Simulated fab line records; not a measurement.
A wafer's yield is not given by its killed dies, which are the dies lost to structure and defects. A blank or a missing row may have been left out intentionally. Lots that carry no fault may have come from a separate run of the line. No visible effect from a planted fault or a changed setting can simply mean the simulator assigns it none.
What tool caused it? -- flow n5Finfet -- 12 lots with 36 wafers sampled at 2 steps, on a route of 1938 steps

== WHAT THE GAUGES SHOWED, per wafer ==
N5_BEOL_M14_CD_MEAS_28: the cd target is 284.4 nm.
lot,measured,on,cdNm (nm)
L076,day 11 11:10,cdSem-01,287.9 283.4 283.5
L077,day 11 18:24,cdSem-01,282.4 282.7 279.8
L079,day 12 01:16,cdSem-01,284.4 285.1 286.4
L081,day 12 16:13,cdSem-02,284.8 281.0 279.5
L084,day 13 06:36,cdSem-02,284.9 284.8 282.6
L085,day 13 16:14,cdSem-03,280.2 282.7 285.1
L086,day 14 05:15,cdSem-01,284.2 286.2 287.4
L089,day 15 05:39,cdSem-03,284.0 280.8 281.0
L091,day 15 18:49,cdSem-03,285.5 289.0 286.1
L094,day 15 22:43,cdSem-03,283.5 284.8 286.2
L095,day 16 10:19,cdSem-03,287.8 284.0 286.5
L097,day 17 13:26,cdSem-01,281.8 279.8 283.9

== EACH LOT AND THE TOOL THAT RAN IT (in order: tool; ch and the chambers of the sampled wafers; start) ==
lot,N5_BEOL_M13_DEP_53
L076,"pecvd-02 ch 0,1,2, day 11 09:34"
L077,"pecvd-03 ch 1,2, day 11 16:47"
L079,"pecvd-02 ch 0,1,2, day 11 23:23"
L081,"pecvd-03 ch 0,2, day 12 14:32"
L084,"pecvd-02 ch 0,1,2, day 13 05:08"
L085,"pecvd-03 ch 0,2, day 13 14:38"
L086,"pecvd-02 ch 0,1, day 14 03:34"
L089,"pecvd-03 ch 0,2, day 15 03:37"
L091,"pecvd-01 ch 0, day 15 16:59"
L094,"pecvd-03 ch 0,2, day 15 20:44"
L095,"pecvd-03 ch 0,2, day 16 08:37"
L097,"pecvd-03 ch 0,2, day 17 11:41"
- N5_BEOL_M13_DEP_53: deposits SiCN from 3MS/NH3, target thk 50 nm, time 17.8 s.

== THE ANSWER, worked out from the rows above alone ==
Rule: the lots themselves supply what counts as usual. The widest of any qualifying gaps counts: lots, ordered by their means at a reading, are off when they make up no more than a third of the lots, leave a main group of 4 or more, and stand apart from it by 3 or more times the standard deviation of that group's means. A main group is skipped when, at the precision printed for the reading in the tables above, its means are all equal. Also off: a lot with no number at a reading for which 4 or more lots have one. All remaining lots with rows at the step are treated as sound.
None of the lots is off at any reading shown; this tells nothing.

== WHAT THE SIMULATOR PUT IN ==
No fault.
